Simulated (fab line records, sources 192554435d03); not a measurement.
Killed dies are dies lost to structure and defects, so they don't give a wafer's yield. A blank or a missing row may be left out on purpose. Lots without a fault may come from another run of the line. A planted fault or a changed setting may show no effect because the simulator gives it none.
One fault seen from 3 desks | flow n5_finfet | each desk has only its own numbers; what lay behind them comes last

THE METROLOGY DESK
What the gauges read, lot by lot, whatever tool the lot ran on: means of the sampled wafers that have a number. A lot is out of limits, marked OUT, if its mean lies more than 4 standard deviations from the usual mean; the brackets give that distance. Of its 11 readings 7 are shown: those that lie furthest out on some lot.
Columns: A = cd_nm at N5_FIN_CUT_CD_MEAS_08, usual 29.08 nm; B = IOFF_P at N5_BEOL_M4_RC_MEAS_101, usual 0.21 nA/um; C = ION_N at N5_BEOL_M4_RC_MEAS_101, usual 673 uA/um; D = ION_P at N5_BEOL_M4_RC_MEAS_101, usual 461 uA/um; E = SS_N at N5_BEOL_M4_RC_MEAS_101, usual 71.4 mV/dec; F = SS_P at N5_BEOL_M4_RC_MEAS_101, usual 73.3 mV/dec; G = VT_N at N5_BEOL_M4_RC_MEAS_101, usual 250 mV
lot  | first seen here | A     | B    | C   | D   | E    | F    | G
L926 | day 2 08:31     | 29.05 | 0.22 | 678 | 461 | 72.0 | 73.3 | 248
L932 | day 3 21:26     | 29.10 | 0.23 | 682 | 466 | 71.7 | 73.2 | 248
L934 | day 4 10:08     | 29.41 | 0.20 | 668 | 454 | 70.6 | 73.7 | 251
L936 | day 5 00:13     | 29.02 | 0.21 | 680 | 471 | 71.3 | 72.8 | 248
L943 | day 6 14:37     | 29.11 | 0.22 | 673 | 463 | 71.6 | 73.8 | 249
L944 | day 6 23:00     | 28.98 | 0.19 | 657 | 454 | 70.9 | 72.7 | 252
L945 | day 7 03:41     | 28.86 | 0.24 | 671 | 468 | 71.3 | 73.5 | 250
L946 | day 7 09:11     | 29.33 | 0.25 | 679 | 465 | 71.8 | 73.9 | 247
This desk's finding: nothing out of limits on any of the 8 lots.

THE DEFECT DESK
What the inspections along the route counted, lot by lot: means of the sampled wafers that have a number. A lot is out of limits, marked OUT, if its mean lies more than 4 standard deviations from the usual mean; the brackets give that distance.
Columns: A = raw_defect_count at N5_FIN_SAQP_INSPECT_40, usual 258; B = raw_defect_count at N5_FIN_CUT_INSPECT_10, usual 46; C = raw_defect_count at N5_FIN_CUT_INSPECT_17, usual 264
lot  | first seen here | A   | B             | C
L926 | day 2 08:05     | 244 | 42            | 290
L932 | day 3 21:08     | 282 | 43            | 268
L934 | day 4 09:42     | 247 | 44            | 206
L936 | day 4 23:47     | 230 | 46            | 266
L943 | day 6 14:11     | 510 | 297 (+21) OUT | 511
L944 | day 6 22:42     | 477 | 311 (+22) OUT | 501
L945 | day 7 03:23     | 327 | 61            | 322
L946 | day 7 08:45     | 465 | 287 (+20) OUT | 496
This desk's finding: out of limits on L943, L944, L946; first on L943, day 6 14:42 (raw_defect_count at N5_FIN_CUT_INSPECT_10). In limits: L926, L932, L934, L936, L945.

THE TOOL OWNER'S DESK: pecvd-04
The tool's own readings at N5_FIN_SAQP_HM_DEP_03 (deposits SiNx from SiH4/NH3/N2, target thk 38 nm, time 33.6 s): means of the sampled wafers that have a number, for each lot that ran on this tool. A lot is out of limits, marked OUT, if its mean lies more than 4 standard deviations from the usual mean; the brackets give that distance.
Columns: A = chamber_pressure_Torr at N5_FIN_SAQP_HM_DEP_03, usual 1.500 Torr; B = heater_power_outer_w at N5_FIN_SAQP_HM_DEP_03, usual 465 W; C = heater_power_w at N5_FIN_SAQP_HM_DEP_03, usual 789 W; D = showerhead_plenum_p_Torr at N5_FIN_SAQP_HM_DEP_03, usual 5.13 Torr; E = showerhead_vpp_V at N5_FIN_SAQP_HM_DEP_03, usual 1052 V; F = throttle_valve_pct at N5_FIN_SAQP_HM_DEP_03, usual 39.6 %
lot  | first seen here | A     | B   | C   | D    | E    | F
L926 | day 2 02:59     | 1.501 | 484 | 791 | 5.13 | 1053 | 38.8
L932 | day 3 14:52     | 1.498 | 434 | 734 | 5.10 | 1066 | 38.3
L934 | day 4 04:23     | 1.501 | 466 | 744 | 5.13 | 1007 | 37.9
L936 | day 4 16:18     | 1.495 | 414 | 729 | 5.09 | 1130 | 39.5
L943 | day 6 08:55     | 1.500 | 482 | 801 | 5.12 | 1057 | 38.8
L944 | day 6 16:45     | 1.501 | 463 | 737 | 5.12 | 1014 | 37.6
L946 | day 7 03:32     | 1.501 | 500 | 824 | 5.12 | 1072 | 38.6
This desk's finding: nothing out of limits on any of the 7 lots.

PUT TOGETHER
The defect desk could have raised an alarm at day 6 14:42, on L943, L944, L946.
The metrology desk saw nothing out of limits.
The tool owner's desk saw nothing out of limits.
The metrology desk has L943, L944, L946 on record, within its limits.
The tool owner's desk has L943, L944, L946 on record, within its limits.
Of the lots named, all ran N5_FIN_SAQP_HM_DEP_03 on pecvd-04.

WHAT THE SIMULATOR HAD PUT IN
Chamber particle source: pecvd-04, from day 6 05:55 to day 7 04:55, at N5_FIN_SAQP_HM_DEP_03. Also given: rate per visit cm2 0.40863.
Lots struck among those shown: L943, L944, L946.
Hours from the fault's start to each desk's first reading out of limits: the defect desk, 9.
